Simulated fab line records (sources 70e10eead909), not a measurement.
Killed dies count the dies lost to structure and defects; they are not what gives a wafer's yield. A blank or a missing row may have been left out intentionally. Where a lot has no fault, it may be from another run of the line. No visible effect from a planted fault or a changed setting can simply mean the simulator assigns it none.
Chamber matching / flow nand_harc / 4 sister chambers for NHARC_A_STAIRCASE_ETCH_253 on rie_diel-11
The step etches the open film in C4F8/O2, target depth 50 nm, time 20.2 s. 8 wafers are shown with their chamber, then 9 later ones without.

== WAFERS, EACH WITH ITS CHAMBER ==
wafer=L078.5; chamber=0; rf_fwd_power_W (W)=585; rf_vpp_V (V)=895
wafer=L080.5; chamber=1; rf_fwd_power_W (W)=596; rf_vpp_V (V)=893
wafer=L082.1; chamber=3; rf_fwd_power_W (W)=592; rf_vpp_V (V)=896
wafer=L082.2; chamber=2; rf_fwd_power_W (W)=592; rf_vpp_V (V)=892
wafer=L082.4; chamber=1; rf_fwd_power_W (W)=592; rf_vpp_V (V)=894
wafer=L087.1; chamber=3; rf_fwd_power_W (W)=590; rf_vpp_V (V)=897
wafer=L087.2; chamber=2; rf_fwd_power_W (W)=593; rf_vpp_V (V)=893
wafer=L087.6; chamber=0; rf_fwd_power_W (W)=584; rf_vpp_V (V)=895

== WAFERS MISSING THEIR CHAMBER ==
wafer=L093.4; rf_fwd_power_W (W)=589; rf_vpp_V (V)=894
wafer=L093.5; rf_fwd_power_W (W)=589; rf_vpp_V (V)=895
wafer=L093.6; rf_fwd_power_W (W)=585; rf_vpp_V (V)=896
wafer=L094.2; rf_fwd_power_W (W)=593; rf_vpp_V (V)=894
wafer=L094.5; rf_fwd_power_W (W)=595; rf_vpp_V (V)=892
wafer=L094.6; rf_fwd_power_W (W)=594; rf_vpp_V (V)=892
wafer=L097.1; rf_fwd_power_W (W)=591; rf_vpp_V (V)=894
wafer=L097.3; rf_fwd_power_W (W)=592; rf_vpp_V (V)=893
wafer=L097.4; rf_fwd_power_W (W)=586; rf_vpp_V (V)=894

== CHAMBER TAKEN BY EACH ==
wafer=L093.4; from the rows above=can't be placed: 1 or 0 or 2 or 3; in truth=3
wafer=L093.5; from the rows above=can't be placed: 0 or 3 or 1 or 2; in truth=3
wafer=L093.6; from the rows above=0; in truth=0
wafer=L094.2; from the rows above=can't be placed: 1 or 2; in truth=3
wafer=L094.5; from the rows above=can't be placed: 2 or 1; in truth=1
wafer=L094.6; from the rows above=can't be placed: 2 or 1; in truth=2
wafer=L097.1; from the rows above=can't be placed: 1 or 2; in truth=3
wafer=L097.3; from the rows above=can't be placed: 2 or 1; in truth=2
wafer=L097.4; from the rows above=0; in truth=0
Placed correctly: 2 of 9. Unplaceable from these rows: 7, with the true chamber sitting among the candidates in 5. Placed wrongly: 0.
How it was worked out, from the rows above alone: a wafer's distance from a chamber is the root of the sum, over the readings, of the square of ((its reading less the chamber's mean) divided by the reading's scatter). If the next closest chamber is less than 2 further off than the closest, the wafer can't be placed; otherwise it belongs to the closest. A chamber's mean is the mean of its shown wafers. How the scatter is found: for the shown wafers, subtract from each reading the mean of its chamber, square and add these, divide the total by (wafers less chambers), then take the root.
